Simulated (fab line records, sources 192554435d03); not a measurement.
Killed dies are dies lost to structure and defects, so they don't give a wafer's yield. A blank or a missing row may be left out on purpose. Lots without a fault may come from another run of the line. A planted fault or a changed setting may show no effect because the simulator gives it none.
Chamber matching | flow n5_finfet | N5_BEOL_M2_STRIP_36 on rie_diel-01: 4 sister chambers
The step strips in N2/H2. 8 wafers are shown with their chamber, then 10 later ones without.

WAFERS WITH THEIR CHAMBER
wafer  | chamber | showerhead_plenum_p_Torr (Torr) | throttle_valve_pct (%)
L081.3 | 3       | 2.48                            | 23.36
L081.6 | 2       | 2.68                            | 23.39
L084.3 | 3       | 2.48                            | 23.35
L086.4 | 1       | 2.61                            | 23.78
L086.5 | 0       | 2.68                            | 23.42
L086.6 | 1       | 2.61                            | 23.81
L088.2 | 0       | 2.67                            | 23.45
L088.3 | 2       | 2.67                            | 23.39

WAFERS WITHOUT THEIR CHAMBER
wafer  | showerhead_plenum_p_Torr (Torr) | throttle_valve_pct (%)
L088.5 | 2.60                            | 23.79
L093.1 | 2.47                            | 23.39
L093.3 | 2.60                            | 23.83
L093.6 | 2.60                            | 23.77
L095.2 | 2.67                            | 23.45
L095.3 | 2.67                            | 23.44
L095.6 | 2.60                            | 23.79
L096.4 | 2.67                            | 23.51
L096.5 | 2.67                            | 23.38
L096.6 | 2.46                            | 23.40

WHICH CHAMBER EACH WENT THROUGH
wafer  | from the rows above | in truth
L088.5 | 1                   | 1
L093.1 | 3                   | 3
L093.3 | 1                   | 1
L093.6 | 1                   | 1
L095.2 | 0                   | 0
L095.3 | 0                   | 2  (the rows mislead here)
L095.6 | 1                   | 1
L096.4 | 0                   | 0
L096.5 | 2                   | 2
L096.6 | 3                   | 3
Placed correctly: 9 of 10. Can't be placed from these rows: 0. Placed wrongly: 1.
How it was worked out, from the rows above alone: a wafer's distance from a chamber is the root of the sum, over the readings, of the square of ((its reading less the chamber's mean) divided by the reading's scatter). The wafer belongs to the nearest chamber; if the next one is less than 2 further off, it can't be placed. A chamber's mean is the mean of its shown wafers. The scatter: the root of (the sum of the squares of (reading less its chamber's mean) over the shown wafers, divided by (wafers less chambers)).
